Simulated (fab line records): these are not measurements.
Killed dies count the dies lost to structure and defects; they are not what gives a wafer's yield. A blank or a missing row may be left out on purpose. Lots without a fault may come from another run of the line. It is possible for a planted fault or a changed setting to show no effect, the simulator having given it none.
Chamber matching -- flow n5_finfet -- 3 sister chambers for N5_BEOL_M11_ILD_DEP_00 on pecvd-03
The step deposits SiCOH lowk from DEMS/porogen, target thk 308.51 nm, time 58 s. 6 wafers are shown with their chamber, then 12 later ones without.

== EACH WAFER AND ITS CHAMBER ==
wafer,chamber,heater_power_w (W),throttle_valve_pct (%)
L089.2,0,193,14.3
L089.5,0,203,13.9
L091.6,1,252,14.5
L088.1,2,344,13.4
L088.5,2,352,13.7
L088.6,1,265,14.6

== WAFERS MISSING THEIR CHAMBER ==
wafer,heater_power_w (W),throttle_valve_pct (%)
L092.3,208,14.0
L092.5,337,13.6
L092.6,268,14.5
L093.1,189,14.2
L093.3,261,14.5
L093.6,192,14.1
L094.1,360,13.5
L094.3,227,14.1
L094.4,210,14.5
L096.1,203,14.1
L096.5,265,14.6
L096.6,217,14.3

== WHICH CHAMBER EACH WENT THROUGH ==
wafer,from the rows above,in truth
L092.3,0,0
L092.5,2,2
L092.6,1,1
L093.1,0,0
L093.3,1,1
L093.6,0,0
L094.1,2,2
L094.3,can't be placed: 0 or 1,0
L094.4,0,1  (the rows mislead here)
L096.1,0,0
L096.5,1,1
L096.6,0,0
Correctly placed: 10 of 12. Can't be placed from these rows: 1 (the true chamber is among the candidates in 1). Wrongly placed: 1.
How it was worked out, from the rows above alone: a wafer's distance from a chamber is the root of the sum, over the readings, of the square of ((its reading less the chamber's mean) divided by the reading's scatter). The wafer belongs to the nearest chamber; if the next one is less than 2 further off, it can't be placed. The mean given for a chamber averages the wafers shown for that chamber. The scatter is the square root of a quotient: the sum, over the shown wafers, of each reading's squared deviation from its chamber's mean, divided by wafers minus chambers.
